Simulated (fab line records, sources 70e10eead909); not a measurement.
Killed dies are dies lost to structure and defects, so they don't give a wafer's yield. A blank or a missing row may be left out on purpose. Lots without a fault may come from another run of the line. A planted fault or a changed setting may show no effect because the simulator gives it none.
fab line records | flow nand_harc
record lots=5 wafers=15 last_day=24
route steps=1159 shown P_STI@107 P_GATE@110 END@1159
lots that met no fault: from a run of the same line without faults
start_h: hours from the record's first day to the start of the lot's first wafer shown | wait_h: hours since the lot's step before | " the same as in the row above | L1.1+2: a row that stands for several wafers | - no value, or no start given | * or withheld: withheld | < > ~ a bound
route shown NAME@n: a module of which the file shows steps, and the number in the route of the first | usual: mean/standard deviation of fault-free wafers | same: alike in all rows | chamber/n: place in a boat | sites: the reading at each site | _std_site: their standard deviation | _edge_site: outer sites' mean less inner sites' | radius_mm: how far each site lies from the wafer's centre | mask NAME#n: copy n | behind: the tool/chamber that last shaped the wafer | hold: why the lot was held/for how many hours/how that ended | device: the transistor (n, p or np) that didn't switch | end of line: the same wafers' tests at the end of the route | a step without rows: its recipe alone | killed: dies lost to structure and defects at the first sort, not the wafer's yield | map: a wafer's dies, x killed, . not, _ none there
set.NAME: the setting as run; set.NAME@STEP: as run at that earlier step | model.NAME: the simulator's own value behind a step, which no gauge read
lots at some steps of the route; a table a step, a row a wafer
services: from which hour (start_h, from the record's first day; less than 0 if before it) a tool's chamber was out of use, for how many hours, and why
## steps
# step NHARC_P_STI_SRD_39
# step NHARC_P_STI_OXIDE_40
# recipe target_thk_a=100 temp_c=900 ox_time_s=1362 material=SiO2
# step NHARC_P_STI_INSPECT_25
# usual raw_defect_count=201/68
# columns lot.wafer tool chamber start_h wait_h raw_defect_count
L581.1 defect_inspect-01 - 69.68 0.4 242
L581.3 " - " " 260
L581.6 " - " " 194
L580.3 defect_inspect-02 - 69.68 0.4 146
L580.4 " - " " 171
L580.5 " - " " 141
L587.1 defect_inspect-01 - 105.74 0.4 368
L587.3 " - " " 225
L587.6 " - " " 371
L595.1 defect_inspect-01 - 152.05 0.4 114
L595.3 " - " " 105
L595.5 " - " " 118
L598.1 defect_inspect-01 - 168.64 0.4 260
L598.3 " - " " 177
L598.6 " - " " 192
# step NHARC_P_GATE_ETCH_69
# recipe target_depth_a=140 chemistry=dHF material=SiO2
# step NHARC_P_GATE_PRECLEAN_70
# recipe time_s=* temp_c=50 bath_age_min=0 chemistry=SC1
# step NHARC_P_GATE_SRD_01
# step NHARC_P_GATE_OXIDE_02
# recipe target_thk_a=375 temp_c=950 p_h2o_torr=720 ox_time_s=365 material=SiO2
# step NHARC_P_GATE_DEHYDRATE_03
# recipe temp_c=150 time_s=120
# step NHARC_P_GATE_HMDS_04
# recipe time_s=30
# step NHARC_P_GATE_COAT_05
# recipe spin_rpm=4690
# step NHARC_P_GATE_SOFTBAKE_06
# recipe temp_c=122 time_s=95
# step NHARC_P_GATE_EBR_07
# step NHARC_P_GATE_EXPOSE_08
# recipe na=0.6 dose_mj=16.75 mask_id=P_HV
# columns lot.wafer tool chamber start_h wait_h mask
L581.1+3+6 krf_scanner-02 0 77.53 - P_HV#0
L580.3+4+5 krf_scanner-03 0 77.71 - P_HV#0
L587.1+3+6 krf_scanner-02 0 113.87 - P_HVPW#0
L595.1+3+5 krf_scanner-01 0 159.77 - P_HV#0
L598.1+3+6 krf_scanner-01 0 177.74 - P_HV#0
# step NHARC_P_GATE_PEB_09
# recipe peb_temp_c=118 peb_time_s=85
# step NHARC_P_GATE_DEVELOP_10
# recipe time_s=70
# step NHARC_P_GATE_CD_MEAS_11
# recipe target_cd_nm=1640 landing_energy_ev=500
# usual cd_nm=1638.5/2.4
# columns lot.wafer tool chamber start_h wait_h cd_nm
L581.1 cd_sem-01 0 77.69 - 1642.2
L581.3 " 0 " " 1640.3
L581.6 " 0 " " 1641.1
L580.3 cd_sem-01 0 77.86 - 1637.9
L580.4 " 0 " " 1642.5
L580.5 " 0 " " 1636.4
L587.1 cd_sem-03 0 114.03 - -
L587.3 " 0 " " -
L587.6 " 0 " " -
L595.1 cd_sem-03 0 159.93 - 1635.2
L595.3 " 0 " " 1637.2
L595.5 " 0 " " 1641.8
L598.1 cd_sem-03 0 177.89 - 1637.5
L598.3 " 0 " " 1639.4
L598.6 " 0 " " 1642.3
# step NHARC_P_GATE_HARDBAKE_12
# recipe temp_c=125 time_s=80
# step NHARC_END_SORT_01
# recipe temp_c=25
# usual killed_at_array=24/8.7 killed_at_other=0.8/1.2 killed_at_periphery=3.6/2.3 killed_dies=28/8.9 killed_open=3.2/1.9 killed_short=2.0/1.6
# same gross_dies=677
# columns lot.wafer tool chamber start_h wait_h hold killed_at_array killed_at_other killed_at_periphery killed_dies killed_open killed_short
L581.1 prober-01 0 464.62 2.5 - 16 0 5 21 5 2
L581.3 prober-01 0 466.21 3.1 - 22 1 5 28 5 6
L581.6 prober-01 0 468.60 4.0 - 20 1 0 21 1 0
L580.3 prober-02 0 466.45 3.1 - 24 0 3 27 9 0
L580.4 prober-02 0 467.25 3.4 - 27 0 0 27 6 4
L580.5 prober-02 0 468.05 3.7 - 25 0 2 27 0 5
L587.1 prober-02 0 480.33 2.5 await_dispo/1.4h/scrap 9 0 668 677 3 0
L587.3 prober-02 0 481.93 3.1 await_dispo/1.4h/scrap 9 0 668 677 2 3
L587.6 prober-02 0 484.31 4.0 await_dispo/1.4h/scrap 16 0 661 677 4 2
L595.1 prober-01 0 561.72 2.6 - 29 0 3 32 3 2
L595.3 prober-01 0 563.33 3.1 - 22 0 3 25 3 1
L595.5 prober-01 0 564.95 3.7 - 29 1 0 30 2 2
L598.1 prober-01 0 569.54 2.5 - 13 0 4 17 4 1
L598.3 prober-01 0 571.14 3.1 - 17 0 6 23 5 0
L598.6 prober-01 0 573.54 4.0 - 13 1 5 19 0 3
# killed by level:class
L581.1 A_SLIT:chamber_film_flake=8 P_GATE:geometric_particle:open=3 A_WL_FILL:chamber_film_flake=2 P_M0:geometric_particle:short=1 A_CHANNEL_FILL_D1:geometric_particle:open=1 A_WL_FILL:geometric_particle:open=1 A_CONTACT:geometric_particle:short=1 P_STI:chamber_film_flake=1
L581.3 A_SLIT:chamber_film_flake=7 A_STAIRCASE:chamber_film_flake=4 A_CHANNEL_HOLE_D1:chamber_film_flake=3 P_GATE:geometric_particle:open=2 A_CHANNEL_FILL_D1:geometric_particle:short=2 A_WL_FILL:chamber_film_flake=2 P_STI:geometric_particle:open=1 P_GATE:geometric_particle:short=1
L580.3 A_SLIT:chamber_film_flake=10 A_CONTACT:chamber_film_flake=4 A_CONTACT:geometric_particle:open=3 A_STAIRCASE:chamber_film_flake=2 P_CONTACT:geometric_particle:open=1 P_M0:geometric_particle:open=1 P_M2:geometric_particle:open=1 A_CHANNEL_FILL_D1:geometric_particle:open=1
L580.4 A_CONTACT:chamber_film_flake=8 A_SLIT:chamber_film_flake=6 A_WL_FILL:geometric_particle:short=2 A_CONTACT:geometric_particle:open=2 A_ONON_D1:geometric_particle:open=1 A_ONON_D1:geometric_particle:short=1 A_CHANNEL_FILL_D1:geometric_particle:short=1 A_CHANNEL_FILL_D1:geometric_particle:open=1
L580.5 A_SLIT:chamber_film_flake=13 A_CHANNEL_HOLE_D1:chamber_film_flake=4 A_CONTACT:chamber_film_flake=4 A_CHANNEL_FILL_D1:geometric_particle:short=2 P_CONTACT:geometric_particle:short=1 P_M0:geometric_particle:short=1 A_M0:geometric_particle:short=1 A_M1:chamber_film_flake=1
L581.6 A_STAIRCASE:chamber_film_flake=7 A_SLIT:chamber_film_flake=6 A_CHANNEL_HOLE_D1:chamber_film_flake=4 A_WL_FILL:chamber_film_flake=2 A_SOURCE_PLATE:geometric_particle:open=1 THIN_TSV:chamber_film_flake=1
L587.1 P_GATE:area_expose=664 A_CONTACT:chamber_film_flake=5 P_CONTACT:geometric_particle:open=2 A_CHANNEL_HOLE_D1:chamber_film_flake=2 A_STAIRCASE:chamber_film_flake=2 P_M1:geometric_particle:open=1 P_STI:chamber_film_flake=1
L587.3 P_GATE:area_expose=664 A_CONTACT:chamber_film_flake=4 P_STI:chamber_film_flake=2 A_STAIRCASE:chamber_film_flake=2 P_GATE:geometric_particle:short=1 P_M1:geometric_particle:short=1 A_SOURCE_PLATE:geometric_particle:short=1 A_ONON_D1:geometric_particle:open=1
L587.6 P_GATE:area_expose=660 A_CHANNEL_HOLE_D1:chamber_film_flake=3 A_STAIRCASE:chamber_film_flake=3 A_CONTACT:chamber_film_flake=3 A_CONTACT:geometric_particle:open=2 A_WL_FILL:chamber_film_flake=2 P_M0:geometric_particle:open=1 A_ONON_D1:geometric_particle:short=1
L595.1 A_SLIT:chamber_film_flake=14 A_CHANNEL_HOLE_D1:chamber_film_flake=11 P_M1:geometric_particle:open=2 A_SGD_CUT:geometric_particle:open=1 A_WL_FILL:geometric_particle:short=1 A_CONTACT:geometric_particle:short=1 P_GATE:chamber_film_flake=1 A_STAIRCASE:chamber_film_flake=1
L595.3 A_SLIT:chamber_film_flake=15 A_CHANNEL_HOLE_D1:chamber_film_flake=2 P_M1:geometric_particle:open=1 A_ONON_D1:geometric_particle:open=1 A_M0:geometric_particle:open=1 A_M0:geometric_particle:short=1 P_ZERO_WELL:chamber_film_flake=1 P_STI:chamber_film_flake=1
L595.5 A_SLIT:chamber_film_flake=16 A_CHANNEL_HOLE_D1:chamber_film_flake=9 A_ONON_D1:geometric_particle:short=1 A_SLIT:geometric_particle:short=1 A_WL_FILL:geometric_particle:open=1 STARTING-WAFER:geometric_particle:open=1 A_STAIRCASE:chamber_film_flake=1
L598.1 A_CHANNEL_HOLE_D1:chamber_film_flake=4 A_CHANNEL_FILL_D1:chamber_film_flake=3 A_BLC:chamber_film_flake=3 P_CONTACT:geometric_particle:open=1 P_M0:geometric_particle:open=1 A_ONON_D1:geometric_particle:open=1 A_WL_FILL:geometric_particle:short=1 A_BLC:geometric_particle:open=1
L598.3 A_CHANNEL_HOLE_D1:chamber_film_flake=12 A_CONTACT:geometric_particle:open=3 P_M0:chamber_film_flake=3 P_M2:geometric_particle:open=1 A_SGD_CUT:geometric_particle:open=1 P_ZERO_WELL:chamber_film_flake=1 P_BONDPAD:chamber_film_flake=1 A_WL_FILL:chamber_film_flake=1
L598.6 A_CHANNEL_HOLE_D1:chamber_film_flake=7 P_STI:chamber_film_flake=2 P_GATE:chamber_film_flake=2 A_CONTACT:chamber_film_flake=2 A_CHANNEL_HOLE_D1:geometric_particle:short=1 A_WL_FILL:geometric_particle:short=1 A_M0:geometric_particle:short=1 P_M2:chamber_film_flake=1
# map L587.1 (x killed, . not)
____________x____________
_________xxxxxxx_________
_______xxxxxxxxxxx_______
______xxxxxxxxxxxxx______
_____xxxxxxxxxxxxxxx_____
____xxxxxxxxxxxxxxxxx____
____xxxxxxxxxxxxxxxxx____
___xxxxxxxxxxxxxxxxxxx___
___xxxxxxxxxxxxxxxxxxx___
__xxxxxxxxxxxxxxxxxxxxx__
__xxxxxxxxxxxxxxxxxxxxx__
_xxxxxxxxxxxxxxxxxxxxxxx_
_xxxxxxxxxxxxxxxxxxxxxxx_
_xxxxxxxxxxxxxxxxxxxxxxx_
_xxxxxxxxxxxxxxxxxxxxxxx_
_xxxxxxxxxxxxxxxxxxxxxxx_
xxxxxxxxxxxxxxxxxxxxxxxxx
xxxxxxxxxxxxxxxxxxxxxxxxx
xxxxxxxxxxxxxxxxxxxxxxxxx
xxxxxxxxxxxxxxxxxxxxxxxxx
xxxxxxxxxxxxxxxxxxxxxxxxx
_xxxxxxxxxxxxxxxxxxxxxxx_
_xxxxxxxxxxxxxxxxxxxxxxx_
_xxxxxxxxxxxxxxxxxxxxxxx_
_xxxxxxxxxxxxxxxxxxxxxxx_
_xxxxxxxxxxxxxxxxxxxxxxx_
__xxxxxxxxxxxxxxxxxxxxx__
__xxxxxxxxxxxxxxxxxxxxx__
___xxxxxxxxxxxxxxxxxxx___
___xxxxxxxxxxxxxxxxxxx___
____xxxxxxxxxxxxxxxxx____
____xxxxxxxxxxxxxxxxx____
_____xxxxxxxxxxxxxxx_____
______xxxxxxxxxxxxx______
_______xxxxxxxxxxx_______
_________xxxxxxx_________
____________x____________
# map L581.3 (x killed, . not)
____________.____________
_________......._________
_______..........._______
______.............______
_____..............._____
____........x........____
____.................____
___...................___
___..x................___
__x....................__
__..x.........x.....x..__
_......................._
_...x.........x........._
_...x........xx........._
_......................._
_...........xxxxx......._
...............x........x
...x........x............
............x........x...
.........................
.........................
_...x..................._
_...............x......._
_...........x..........._
_......................._
_......................._
__.....................__
__.....................__
___......x............___
___...................___
____.................____
____.................____
_____..............._____
______............x______
_______....x......_______
_________......._________
____________.____________
## services
# columns tool chamber start_h hours kind
krf_scanner-03 - 78.67 0.6 repair
krf_scanner-01 0 79.61 - calibration
krf_scanner-01 - 84.00 4.0 pm
krf_scanner-03 0 105.34 - calibration
krf_scanner-03 - 106.50 0.4 repair
krf_scanner-02 0 148.93 - calibration
krf_scanner-03 - 159.09 1.7 repair
krf_scanner-02 - 164.86 - calibration
krf_scanner-03 - 168.00 4.0 pm
## key
first_sign step=NHARC_P_GATE_EXPOSE_08 reading=mask direction=changed
effect step=NHARC_P_GATE_CD_MEAS_11 reading=cd_nm direction=missing
effect step=NHARC_END_SORT_01 reading=killed_at_periphery direction=up sigmas=99+ usual=3.6 struck=665.7
more_kills_born_at NHARC_P_GATE_EXPOSE_08@krf_scanner-02=1988
met_at NHARC_P_GATE_EXPOSE_08
struck_wafers L587.1,L587.3,L587.6
later_rows_left_out L587.1,L587.3,L587.6
tester_left_out L587
onset_between 77.53 113.87
fault kind=wrong_mask tool=any chamber=- onset_h=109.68 steps=NHARC_P_GATE_EXPOSE_08 aux_copy=P_HVPW#0 scope=struck_lots_only
# tester_left_out: of these lots the tester's yield and bins aren't shown, on N5 and GAA mostly nor the transistor test; their killed dies are dies lost to structure and defects alone, not to doping, threshold or leakage, so they don't give the yield
# later_rows_left_out: the simulator's readings of these wafers behind a module that went badly wrong aren't trusted and aren't shown, but for the sort
